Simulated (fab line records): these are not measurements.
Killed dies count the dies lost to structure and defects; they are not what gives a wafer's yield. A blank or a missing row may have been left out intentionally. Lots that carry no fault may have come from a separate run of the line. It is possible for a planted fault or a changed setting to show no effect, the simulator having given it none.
Matching of chambers + flow nand-harc + pecvd-01 running NHARC_P_M1_PRE_CLEAN_32: 3 sister chambers
The step time 12 s. 3 wafers are shown with their chamber, then 8 later ones without.

WAFERS WITH THEIR CHAMBER
| wafer  | chamber | heater-power-w (W) |
|--------|---------|--------------------|
| L089.2 | 2       | 570                |
| L089.5 | 0       | 665                |
| L090.1 | 1       | 715                |

WAFERS WHOSE CHAMBER IS MISSING
| wafer  | heater-power-w (W) |
|--------|--------------------|
| L090.4 | 722                |
| L090.5 | 652                |
| L095.2 | 652                |
| L095.5 | 668                |
| L095.6 | 683                |
| L096.1 | 689                |
| L096.3 | 655                |
| L096.6 | 642                |

THE CHAMBER EACH PASSED THROUGH
| wafer  | from the rows above     | in truth                   |
|--------|-------------------------|----------------------------|
| L090.4 | 1                       | 1                          |
| L090.5 | 0                       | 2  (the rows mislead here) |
| L095.2 | 0                       | 0                          |
| L095.5 | 0                       | 0                          |
| L095.6 | can't be placed: 0 or 1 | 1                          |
| L096.1 | can't be placed: 0 or 1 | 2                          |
| L096.3 | 0                       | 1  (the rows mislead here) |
| L096.6 | 0                       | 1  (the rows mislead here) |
Correctly placed: 3 of 8. Can't be placed from these rows: 2 (the true chamber is among the candidates in 1). Number placed wrongly: 3.
How it was worked out, from the rows above alone: a wafer's distance from a chamber is the root of the sum, over the readings, of the square of ((its reading less the chamber's mean) divided by the reading's scatter). If the next closest chamber is less than 2 further off than the closest, the wafer can't be placed; otherwise it belongs to the closest. The mean given for a chamber averages the wafers shown for that chamber. The scatter: with one shown wafer a chamber, the root of the mean of the squares of how far each hidden wafer lies from its nearest shown one.
